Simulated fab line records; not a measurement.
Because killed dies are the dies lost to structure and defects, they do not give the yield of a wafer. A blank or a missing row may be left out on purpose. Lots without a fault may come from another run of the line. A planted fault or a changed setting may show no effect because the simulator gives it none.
Chamber matching ; flow nand-harc ; NHARC_A_BLC_STRIP_21 on rie-diel-10 has 4 sister chambers
The step strips in O2. 20 wafers are shown with their chamber, then 10 later ones without.

== WAFERS PAIRED WITH THEIR CHAMBERS ==
wafer;chamber;showerhead-plenum-p-Torr (Torr);drypump-motor-current-A (A);oes-product-au (a.u.)
L077.2;3;3.63;6.2;0.992
L077.4;0;3.42;5.5;0.986
L077.6;3;3.63;6.2;0.986
L080.1;3;3.63;6.2;0.992
L080.2;0;3.42;5.6;0.989
L080.4;2;3.55;5.6;1.004
L079.2;3;3.63;6.2;0.994
L079.5;3;3.63;6.2;1.002
L079.6;1;3.58;5.6;1.015
L082.1;0;3.42;5.6;0.973
L082.5;0;3.42;5.6;0.981
L082.6;1;3.58;5.6;1.015
L083.1;3;3.63;6.2;1.010
L083.3;2;3.54;5.6;0.998
L083.4;0;3.42;5.6;0.988
L088.1;1;3.58;5.7;0.991
L088.4;2;3.54;5.6;1.003
L088.6;0;3.42;5.5;0.982
L089.2;1;3.58;5.6;1.003
L089.3;3;3.62;6.2;1.012

SIGNATURES (averages over the wafers above)
reading;chamber 0;chamber 1;chamber 2;chamber 3;scatter within a chamber
showerhead-plenum-p-Torr;3.4200;3.5800;3.5433;3.6286;0.00309
drypump-motor-current-A;5.567;5.625;5.600;6.200;0.0361
oes-product-au;0.98317;1.00600;1.00167;0.99829;0.00858
Rule: a wafer's distance from a chamber is the root of the sum, over the readings, of the square of ((its reading less the chamber's mean) divided by the reading's scatter). The wafer belongs to the nearest chamber; if the next one is less than 2 further off, it can't be placed. The scatter is the square root of a quotient: the sum, over the shown wafers, of each reading's squared deviation from its chamber's mean, divided by wafers minus chambers.

== WAFERS WHOSE CHAMBER IS MISSING ==
wafer;showerhead-plenum-p-Torr (Torr);drypump-motor-current-A (A);oes-product-au (a.u.)
L089.6;3.58;5.7;0.983
L091.1;3.42;5.6;0.977
L091.2;3.58;5.6;0.997
L091.3;3.62;6.2;1.022
L094.1;3.62;6.2;1.007
L094.3;3.54;5.6;0.987
L094.4;3.42;5.5;0.979
L093.2;3.58;5.7;0.984
L093.4;3.42;5.6;0.977
L093.5;3.54;5.6;0.989

== EACH ONE'S CHAMBER ==
wafer;from the rows above;in truth
L089.6;1;1
L091.1;0;0
L091.2;1;1
L091.3;3;3
L094.1;3;3
L094.3;2;2
L094.4;0;0
L093.2;1;1
L093.4;0;0
L093.5;2;2
Correct placement for 10 of the 10. Not placeable from these rows: 0. Wrongly placed: 0.
